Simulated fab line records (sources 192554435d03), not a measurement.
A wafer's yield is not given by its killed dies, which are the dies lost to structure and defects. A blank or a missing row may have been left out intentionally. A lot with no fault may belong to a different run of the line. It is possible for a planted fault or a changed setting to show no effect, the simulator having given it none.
Chamber matching    flow n5 finfet    N5_BEOL_M8_STRIP_36 on rie diel-02: 4 sister chambers
The step strips in N2/H2. 4 wafers are shown with their chamber, then 8 later ones without.

WAFERS, EACH WITH ITS CHAMBER
wafer   chamber  showerhead plenum p Torr (Torr)
L086.5  0        2.49
L088.1  2        2.71
L088.5  3        2.61
L093.1  1        2.42

WAFERS MISSING THEIR CHAMBER
wafer   showerhead plenum p Torr (Torr)
L093.4  2.60
L093.5  2.42
L094.1  2.60
L094.5  2.60
L094.6  2.70
L095.2  2.60
L095.3  2.42
L095.5  2.70

WHICH CHAMBER EACH ONE RAN IN
wafer   from the rows above  in truth
L093.4  3                    3
L093.5  1                    1
L094.1  3                    3
L094.5  3                    3
L094.6  2                    2
L095.2  3                    3
L095.3  1                    1
L095.5  2                    2
Correctly placed: 8 of 8. Number that these rows cannot place: 0. Number placed wrongly: 0.
How it was worked out, from the rows above alone: a wafer's distance from a chamber is the root of the sum, over the readings, of the square of ((its reading less the chamber's mean) divided by the reading's scatter). If the next closest chamber is less than 2 further off than the closest, the wafer can't be placed; otherwise it belongs to the closest. The mean given for a chamber averages the wafers shown for that chamber. The scatter: with one shown wafer a chamber, the root of the mean of the squares of how far each hidden wafer lies from its nearest shown one.
